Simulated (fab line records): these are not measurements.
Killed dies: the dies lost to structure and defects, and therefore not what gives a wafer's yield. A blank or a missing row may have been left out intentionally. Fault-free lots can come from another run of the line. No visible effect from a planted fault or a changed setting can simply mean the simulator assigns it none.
fab line records / flow nandHarc / part 2 of 2: steps 20 to 35 of 35
[record] lots = 5 wafers = 15 lastDay = 24
route steps=1159 shown P_M2@331 P_BONDPAD@351
lots untouched by any fault: they come from a run of this same line in which no faults occurred
startH: start of the lot's first displayed wafer, in hours after the record's first day / waitH: hours elapsed since this lot's preceding step / " same as the row above / L1.1+2: a row that stands for several wafers / - no value, or no start was given / * or withheld: withheld / < > ~ a bound
route shown NAME@n: NAME is a module with steps in the file, n the number in the route of the first one / usual: the fault-free wafers' mean and standard deviation / same: alike in all rows / chamber/n: place in a boat / sites: readings site by site / _std_site: how widely they spread, as a standard deviation / _edge_site: inner sites' mean taken away from outer sites' mean / radiusMm: how far each site lies from the wafer's centre / mask NAME#n: copy n / behind: the last tool/chamber to shape the wafer / hold: what put the lot on hold/how long, in hours/how the hold closed / device: the transistor (n, p or np) that didn't switch / end of line: tests of these same wafers at the route's end / where a step has no rows: the recipe by itself / killed: the dies lost at the first sort to structure and to defects; this is not the yield of the wafer / map: per-die view of a wafer (x killed, . not killed, _ where there is no die)
set.NAME: the setting the step ran with; set.NAME@STEP: the setting that earlier step ran with / model.NAME: the simulator's own value behind a step, which no gauge read
lots at some steps of the route; a table a step, a row a wafer
services: the hour from which a tool's chamber was out of use, counted from the record's first day as startH (under 0 if before that day), plus the number of hours and why
[[steps]]
[step NHARC_P_BONDPAD_DEP_00]
[recipe] targetThkA = 2500 tempC = 370 targetThkNm = 250 pressureTorr = 3 flowSccm = 200 rfW = 450 material = SiCN
[usual] chamberPressureTorr = 2.998/0.0069 heaterPowerOuterW = 333/62 heaterPowerW = 601/95 rfFwdPowerW = 449.2/1.5
lot.wafer=L077.1 tool=pecvd-04 chamber=0 startH=153.25 waitH=- chamberPressureTorr=2.995 heaterPowerOuterW=200 heaterPowerW=395 rfFwdPowerW=447.8 sinceWetCleanH=126
lot.wafer=L077.6 tool=pecvd-04 chamber=1 startH=153.25 waitH=- chamberPressureTorr=3.000 heaterPowerOuterW=475 heaterPowerW=763 rfFwdPowerW=450.2 sinceWetCleanH=-
lot.wafer=L077.5 tool=pecvd-04 chamber=2 startH=153.25 waitH=- chamberPressureTorr=3.001 heaterPowerOuterW=423 heaterPowerW=731 rfFwdPowerW=448.3 sinceWetCleanH=-
lot.wafer=L088.1 tool=pecvd-01 chamber=0 startH=220.91 waitH=- chamberPressureTorr=3.002 heaterPowerOuterW=276 heaterPowerW=564 rfFwdPowerW=450.5 sinceWetCleanH=152
lot.wafer=L088.4 tool=pecvd-01 chamber=2 startH=220.91 waitH=- chamberPressureTorr=2.999 heaterPowerOuterW=289 heaterPowerW=576 rfFwdPowerW=450.6 sinceWetCleanH=-
lot.wafer=L088.5 tool=pecvd-01 chamber=2 startH=220.91 waitH=- chamberPressureTorr=2.985 heaterPowerOuterW=286 heaterPowerW=573 rfFwdPowerW=450.9 sinceWetCleanH=-
lot.wafer=L093.1 tool=pecvd-02 chamber=0 startH=- waitH=- chamberPressureTorr=3.002 heaterPowerOuterW=311 heaterPowerW=522 rfFwdPowerW=450.3 sinceWetCleanH=76
lot.wafer=L093.6 tool=pecvd-02 chamber=1 startH=- waitH=- chamberPressureTorr=3.008 heaterPowerOuterW=340 heaterPowerW=599 rfFwdPowerW=450.7 sinceWetCleanH=-
lot.wafer=L093.4 tool=pecvd-02 chamber=2 startH=- waitH=- chamberPressureTorr=3.003 heaterPowerOuterW=385 heaterPowerW=748 rfFwdPowerW=446.8 sinceWetCleanH=-
lot.wafer=L096.2 tool=pecvd-01 chamber=0 startH=- waitH=- chamberPressureTorr=3.005 heaterPowerOuterW=321 heaterPowerW=632 rfFwdPowerW=445.6 sinceWetCleanH=18
lot.wafer=L096.3 tool=pecvd-01 chamber=2 startH=- waitH=- chamberPressureTorr=2.995 heaterPowerOuterW=259 heaterPowerW=541 rfFwdPowerW=447.4 sinceWetCleanH=18
lot.wafer=L096.5 tool=pecvd-01 chamber=2 startH=- waitH=- chamberPressureTorr=2.990 heaterPowerOuterW=269 heaterPowerW=562 rfFwdPowerW=448.8 sinceWetCleanH=-
lot.wafer=L097.3 tool=pecvd-01 chamber=1 startH=268.92 waitH=0.3 chamberPressureTorr=3.006 heaterPowerOuterW=338 heaterPowerW=565 rfFwdPowerW=448.9 sinceWetCleanH=19
lot.wafer=L097.2 tool=pecvd-01 chamber=2 startH=268.92 waitH=0.3 chamberPressureTorr=2.995 heaterPowerOuterW=280 heaterPowerW=556 rfFwdPowerW=448.0 sinceWetCleanH=19
lot.wafer=L097.5 tool=pecvd-01 chamber=0 startH=268.92 waitH=0.3 chamberPressureTorr=2.992 heaterPowerOuterW=328 heaterPowerW=639 rfFwdPowerW=448.8 sinceWetCleanH=-
[step NHARC_P_BONDPAD_CMP_32]
[recipe] targetThkNm = 200 material = SiCN
[usual] motorCurrentA = 12.2/1.2
lot.wafer=L077.1 tool=cmp-03 chamber=0 startH=153.73 waitH=- motorCurrentA=11.2
lot.wafer=L077.5 tool=cmp-03 chamber=1 startH=153.73 waitH=- motorCurrentA=11.7
lot.wafer=L077.6 tool=cmp-03 chamber=2 startH=153.73 waitH=- motorCurrentA=11.7
lot.wafer=L088.1 tool=cmp-04 chamber=2 startH=221.42 waitH=0.4 motorCurrentA=13.3
lot.wafer=L088.4 tool=cmp-04 chamber=3 startH=221.42 waitH=0.4 motorCurrentA=14.3
lot.wafer=L088.5 tool=cmp-04 chamber=2 startH=221.42 waitH=0.4 motorCurrentA=13.1
lot.wafer=L093.4 tool=cmp-01 chamber=2 startH=242.61 waitH=- motorCurrentA=10.7
lot.wafer=L093.1 tool=cmp-01 chamber=0 startH=242.61 waitH=- motorCurrentA=13.1
lot.wafer=L093.6 tool=cmp-01 chamber=2 startH=242.61 waitH=- motorCurrentA=11.1
lot.wafer=L096.2 tool=cmp-04 chamber=2 startH=268.50 waitH=- motorCurrentA=12.9
lot.wafer=L096.3 tool=cmp-04 chamber=3 startH=268.50 waitH=- motorCurrentA=14.4
lot.wafer=L096.5 tool=cmp-04 chamber=1 startH=268.50 waitH=- motorCurrentA=12.7
lot.wafer=L097.2 tool=cmp-04 chamber=1 startH=269.35 waitH=- motorCurrentA=13.0
lot.wafer=L097.3 tool=cmp-04 chamber=3 startH=269.35 waitH=- motorCurrentA=14.4
lot.wafer=L097.5 tool=cmp-04 chamber=1 startH=269.35 waitH=- motorCurrentA=12.8
[step NHARC_P_BONDPAD_THK_MEAS_33]
[recipe] thkMeasGauge = ellipsometry
[usual] thkNm = 199.9/1.5
lot.wafer=L077.1 tool=filmMetro-02 chamber=- startH=153.90 waitH=0.1 thkNm=200.5
lot.wafer=L077.5 tool=filmMetro-02 chamber=- startH=153.90 waitH=0.1 thkNm=204.4
lot.wafer=L077.6 tool=filmMetro-02 chamber=- startH=153.90 waitH=0.1 thkNm=201.7
lot.wafer=L088.1 tool=filmMetro-02 chamber=- startH=221.67 waitH=0.2 thkNm=202.0
lot.wafer=L088.4 tool=filmMetro-02 chamber=- startH=221.67 waitH=0.2 thkNm=199.7
lot.wafer=L088.5 tool=filmMetro-02 chamber=- startH=221.67 waitH=0.2 thkNm=201.7
lot.wafer=L093.1 tool=filmMetro-02 chamber=- startH=242.84 waitH=0.1 thkNm=200.8
lot.wafer=L093.4 tool=filmMetro-02 chamber=- startH=242.84 waitH=0.1 thkNm=199.3
lot.wafer=L093.6 tool=filmMetro-02 chamber=- startH=242.84 waitH=0.1 thkNm=198.9
lot.wafer=L096.2 tool=filmMetro-02 chamber=- startH=268.70 waitH=0.2 thkNm=202.6
lot.wafer=L096.3 tool=filmMetro-02 chamber=- startH=268.70 waitH=0.2 thkNm=201.6
lot.wafer=L096.5 tool=filmMetro-02 chamber=- startH=268.70 waitH=0.2 thkNm=199.5
lot.wafer=L097.2 tool=filmMetro-01 chamber=- startH=269.60 waitH=0.2 thkNm=199.0
lot.wafer=L097.3 tool=filmMetro-01 chamber=- startH=269.60 waitH=0.2 thkNm=198.4
lot.wafer=L097.5 tool=filmMetro-01 chamber=- startH=269.60 waitH=0.2 thkNm=197.9
[step NHARC_P_BONDPAD_SRD_34]
lot.wafer=L077.1+6+5 tool=wetBench-08 chamber=7,1,3 startH=153.94 waitH=0.0
lot.wafer=L088.5+4+1 tool=wetBench-08 chamber=7,1,3 startH=221.71 waitH=0.0
lot.wafer=L093.1+6+4 tool=wetBench-10 chamber=2,4,7 startH=242.88 waitH=0.0
lot.wafer=L096.5+2+3 tool=wetBench-08 chamber=3,6,7 startH=268.74 waitH=0.0
lot.wafer=L097.2+3+5 tool=wetBench-10 chamber=7,3,4 startH=269.64 waitH=0.0
[step NHARC_P_BONDPAD_DEHYDRATE_01]
[recipe] tempC = 150 timeS = 120
lot.wafer=L077.1+5+6 tool=lithoTrack-03 chamber=0 startH=154.05 waitH=0.1
lot.wafer=L088.1+4+5 tool=lithoTrack-05 chamber=0 startH=221.79 waitH=0.1
lot.wafer=L093.1+4+6 tool=lithoTrack-03 chamber=0 startH=242.96 waitH=0.1
lot.wafer=L096.2+3+5 tool=lithoTrack-02 chamber=0 startH=268.82 waitH=0.1
lot.wafer=L097.2+3+5 tool=lithoTrack-03 chamber=0 startH=269.73 waitH=0.1
[step NHARC_P_BONDPAD_HMDS_02]
[recipe] timeS = 30
lot.wafer=L077.1+5+6 tool=lithoTrack-03 chamber=0 startH=- waitH=-
lot.wafer=L088.1+4+5 tool=lithoTrack-05 chamber=0 startH=- waitH=-
lot.wafer=L093.1+4+6 tool=lithoTrack-03 chamber=0 startH=- waitH=-
lot.wafer=L096.2+3+5 tool=lithoTrack-02 chamber=0 startH=- waitH=-
lot.wafer=L097.2+3+5 tool=lithoTrack-03 chamber=0 startH=- waitH=-
[step NHARC_P_BONDPAD_COAT_36]
[recipe] tempC = 200 timeS = 65
lot.wafer=L077.1+5+6 tool=lithoTrack-03 chamber=0 startH=- waitH=-
lot.wafer=L088.1+4+5 tool=lithoTrack-05 chamber=0 startH=- waitH=-
lot.wafer=L093.1+4+6 tool=lithoTrack-03 chamber=0 startH=- waitH=-
lot.wafer=L096.2+3+5 tool=lithoTrack-02 chamber=0 startH=- waitH=-
lot.wafer=L097.2+3+5 tool=lithoTrack-03 chamber=0 startH=- waitH=-
[step NHARC_P_BONDPAD_COAT_03]
[recipe] spinRpm = 2000 resistThkNm = 600
lot.wafer=L077.1+5+6 tool=lithoTrack-03 chamber=0 startH=- waitH=-
lot.wafer=L088.1+4+5 tool=lithoTrack-05 chamber=0 startH=- waitH=-
lot.wafer=L093.1+4+6 tool=lithoTrack-03 chamber=0 startH=- waitH=-
lot.wafer=L096.2+3+5 tool=lithoTrack-02 chamber=0 startH=- waitH=-
lot.wafer=L097.2+3+5 tool=lithoTrack-03 chamber=0 startH=- waitH=-
[step NHARC_P_BONDPAD_SOFTBAKE_04]
[recipe] tempC = 125 timeS = 70
lot.wafer=L077.1+5+6 tool=lithoTrack-03 chamber=0 startH=- waitH=-
lot.wafer=L088.1+4+5 tool=lithoTrack-05 chamber=0 startH=- waitH=-
lot.wafer=L093.1+4+6 tool=lithoTrack-03 chamber=0 startH=- waitH=-
lot.wafer=L096.2+3+5 tool=lithoTrack-02 chamber=0 startH=- waitH=-
lot.wafer=L097.2+3+5 tool=lithoTrack-03 chamber=0 startH=- waitH=-
[step NHARC_P_BONDPAD_EBR_05]
lot.wafer=L077.1+5+6 tool=lithoTrack-03 chamber=0 startH=- waitH=-
lot.wafer=L088.1+4+5 tool=lithoTrack-05 chamber=0 startH=- waitH=-
lot.wafer=L093.1+4+6 tool=lithoTrack-03 chamber=0 startH=- waitH=-
lot.wafer=L096.2+3+5 tool=lithoTrack-02 chamber=0 startH=- waitH=-
lot.wafer=L097.2+3+5 tool=lithoTrack-03 chamber=0 startH=- waitH=-
[step NHARC_P_BONDPAD_EXPOSE_06]
[recipe] na = 0.55 doseMj = 37.06 maskId = P_BPAD
lot.wafer=L077.1+5+6 tool=krfScanner-04 chamber=0 startH=154.34 waitH=- mask=P_BPAD#0
lot.wafer=L088.1+4+5 tool=krfScanner-03 chamber=0 startH=222.08 waitH=- mask=P_BPAD#0
lot.wafer=L093.1+4+6 tool=krfScanner-04 chamber=0 startH=243.25 waitH=- mask=P_BPAD#0
lot.wafer=L096.2+3+5 tool=krfScanner-04 chamber=0 startH=269.13 waitH=- mask=P_BPAD#0
lot.wafer=L097.2+3+5 tool=krfScanner-04 chamber=0 startH=269.90 waitH=- mask=P_BPAD#0
[step NHARC_P_BONDPAD_PEB_07]
[recipe] pebTempC = 128 pebTimeS = 80
[same] pebTimeS = 80
lot.wafer=L077.1+5+6 tool=lithoTrack-03 chamber=0 startH=154.42 waitH=0.1
lot.wafer=L088.1+4+5 tool=lithoTrack-05 chamber=0 startH=222.15 waitH=0.1
lot.wafer=L093.1+4+6 tool=lithoTrack-03 chamber=0 startH=243.32 waitH=0.1
lot.wafer=L096.2+3+5 tool=lithoTrack-03 chamber=0 startH=269.19 waitH=0.1
lot.wafer=L097.2+3+5 tool=lithoTrack-05 chamber=0 startH=269.96 waitH=0.1
[step NHARC_P_BONDPAD_DEVELOP_08]
[recipe] timeS = 50 devTempC = 22
lot.wafer=L077.1+5+6 tool=lithoTrack-03 chamber=0 startH=- waitH=-
lot.wafer=L088.1+4+5 tool=lithoTrack-05 chamber=0 startH=- waitH=-
lot.wafer=L093.1+4+6 tool=lithoTrack-03 chamber=0 startH=- waitH=-
lot.wafer=L096.2+3+5 tool=lithoTrack-03 chamber=0 startH=- waitH=-
lot.wafer=L097.2+3+5 tool=lithoTrack-05 chamber=0 startH=- waitH=-
[step NHARC_P_BONDPAD_CD_MEAS_09]
[recipe] targetCdNm = 500 landingEnergyEv = 500
[usual] cdNm = 501.3/2
[same] landingEnergyEv = 500
lot.wafer=L077.1 tool=cdSem-03 chamber=0 startH=154.50 waitH=- cdNm=500.7
lot.wafer=L077.5 tool=cdSem-03 chamber=0 startH=154.50 waitH=- cdNm=500.9
lot.wafer=L077.6 tool=cdSem-03 chamber=0 startH=154.50 waitH=- cdNm=503.2
lot.wafer=L088.1 tool=cdSem-01 chamber=0 startH=222.23 waitH=- cdNm=500.6
lot.wafer=L088.4 tool=cdSem-01 chamber=0 startH=222.23 waitH=- cdNm=500.1
lot.wafer=L088.5 tool=cdSem-01 chamber=0 startH=222.23 waitH=- cdNm=500.5
lot.wafer=L093.1 tool=cdSem-01 chamber=0 startH=243.41 waitH=- cdNm=504.2
lot.wafer=L093.4 tool=cdSem-01 chamber=0 startH=243.41 waitH=- cdNm=503.6
lot.wafer=L093.6 tool=cdSem-01 chamber=0 startH=243.41 waitH=- cdNm=500.5
lot.wafer=L096.2 tool=cdSem-03 chamber=0 startH=269.27 waitH=- cdNm=504.3
lot.wafer=L096.3 tool=cdSem-03 chamber=0 startH=269.27 waitH=- cdNm=504.3
lot.wafer=L096.5 tool=cdSem-03 chamber=0 startH=269.27 waitH=- cdNm=501.8
lot.wafer=L097.2 tool=cdSem-03 chamber=0 startH=270.04 waitH=- cdNm=500.7
lot.wafer=L097.3 tool=cdSem-03 chamber=0 startH=270.04 waitH=- cdNm=499.2
lot.wafer=L097.5 tool=cdSem-03 chamber=0 startH=270.04 waitH=- cdNm=500.2
[step NHARC_P_BONDPAD_OVL_MEAS_38]
[usual] overlayXNm = -1/7.3 overlayYNm = 1/6.6
lot.wafer=L077.1 tool=overlay-01 chamber=- startH=154.59 waitH=- overlayXNm=5 overlayYNm=13
lot.wafer=L077.5 tool=overlay-01 chamber=- startH=154.59 waitH=- overlayXNm=5 overlayYNm=13
lot.wafer=L077.6 tool=overlay-01 chamber=- startH=154.59 waitH=- overlayXNm=5 overlayYNm=14
lot.wafer=L088.1 tool=overlay-02 chamber=- startH=222.32 waitH=- overlayXNm=4 overlayYNm=-5
lot.wafer=L088.4 tool=overlay-02 chamber=- startH=222.32 waitH=- overlayXNm=4 overlayYNm=-6
lot.wafer=L088.5 tool=overlay-02 chamber=- startH=222.32 waitH=- overlayXNm=3 overlayYNm=-6
lot.wafer=L093.1 tool=overlay-01 chamber=- startH=243.50 waitH=- overlayXNm=-9 overlayYNm=-1
lot.wafer=L093.4 tool=overlay-01 chamber=- startH=243.50 waitH=- overlayXNm=-8 overlayYNm=-1
lot.wafer=L093.6 tool=overlay-01 chamber=- startH=243.50 waitH=- overlayXNm=-9 overlayYNm=-1
lot.wafer=L096.2 tool=overlay-01 chamber=- startH=269.36 waitH=- overlayXNm=-3 overlayYNm=-2
lot.wafer=L096.3 tool=overlay-01 chamber=- startH=269.36 waitH=- overlayXNm=-3 overlayYNm=-2
lot.wafer=L096.5 tool=overlay-01 chamber=- startH=269.36 waitH=- overlayXNm=-3 overlayYNm=-2
lot.wafer=L097.2 tool=overlay-02 chamber=- startH=270.13 waitH=- overlayXNm=5 overlayYNm=-1
lot.wafer=L097.3 tool=overlay-02 chamber=- startH=270.13 waitH=- overlayXNm=5 overlayYNm=-1
lot.wafer=L097.5 tool=overlay-02 chamber=- startH=270.13 waitH=- overlayXNm=5 overlayYNm=-1
[step NHARC_P_BONDPAD_HARDBAKE_10]
[recipe] tempC = 118 timeS = 65
lot.wafer=L077.1+5+6 tool=lithoTrack-03 chamber=0 startH=154.64 waitH=0.0
lot.wafer=L088.1+4+5 tool=lithoTrack-03 chamber=0 startH=222.37 waitH=0.0
lot.wafer=L093.1+4+6 tool=lithoTrack-03 chamber=0 startH=243.54 waitH=0.0
lot.wafer=L096.2+3+5 tool=lithoTrack-03 chamber=0 startH=269.41 waitH=0.0
lot.wafer=L097.2+3+5 tool=lithoTrack-03 chamber=0 startH=270.18 waitH=0.0
[[services]]
tool=rieDiel-01 chamber=2 startH=129.59 hours=5.5 kind=repair
tool=rieDiel-01 chamber=- startH=138.37 hours=9.0 kind=pm
tool=rieDiel-10 chamber=0 startH=138.44 hours=5.6 kind=repair
tool=cmp-01 chamber=- startH=139.12 hours=0.9 kind=repair
tool=krfScanner-04 chamber=- startH=142.21 hours=4.0 kind=pm
tool=wetBench-08 chamber=- startH=143.86 hours=0.6 kind=repair
tool=pvdSputter-03 chamber=- startH=144.15 hours=2.6 kind=repair
tool=wetBench-10 chamber=- startH=150.06 hours=1.3 kind=repair
tool=pecvd-02 chamber=- startH=153.01 hours=13.0 kind=pm
tool=pvdSputter-01 chamber=- startH=158.00 hours=10.0 kind=pm
tool=rieDiel-01 chamber=0 startH=161.94 hours=4.9 kind=repair
tool=lithoTrack-02 chamber=- startH=165.00 hours=7.0 kind=pm
tool=pvdSputter-01 chamber=- startH=172.96 hours=3.9 kind=repair
tool=rieDiel-10 chamber=- startH=176.50 hours=9.0 kind=pm
tool=rieDiel-01 chamber=- startH=205.01 hours=0.6 kind=repair
tool=lithoTrack-03 chamber=- startH=213.00 hours=7.0 kind=pm
tool=rieDiel-01 chamber=3 startH=213.66 hours=4.4 kind=repair
tool=wetBench-08 chamber=- startH=230.40 hours=8.0 kind=pm
tool=lithoTrack-05 chamber=- startH=237.00 hours=7.0 kind=pm
tool=pecvd-01 chamber=- startH=237.10 hours=13.0 kind=pm
tool=rieDiel-01 chamber=3 startH=240.27 hours=4.8 kind=repair
tool=rieDiel-01 chamber=2 startH=241.03 hours=3.9 kind=repair
tool=wetBench-10 chamber=- startH=247.27 hours=8.0 kind=pm
tool=pecvd-02 chamber=2 startH=262.31 hours=14.6 kind=repair
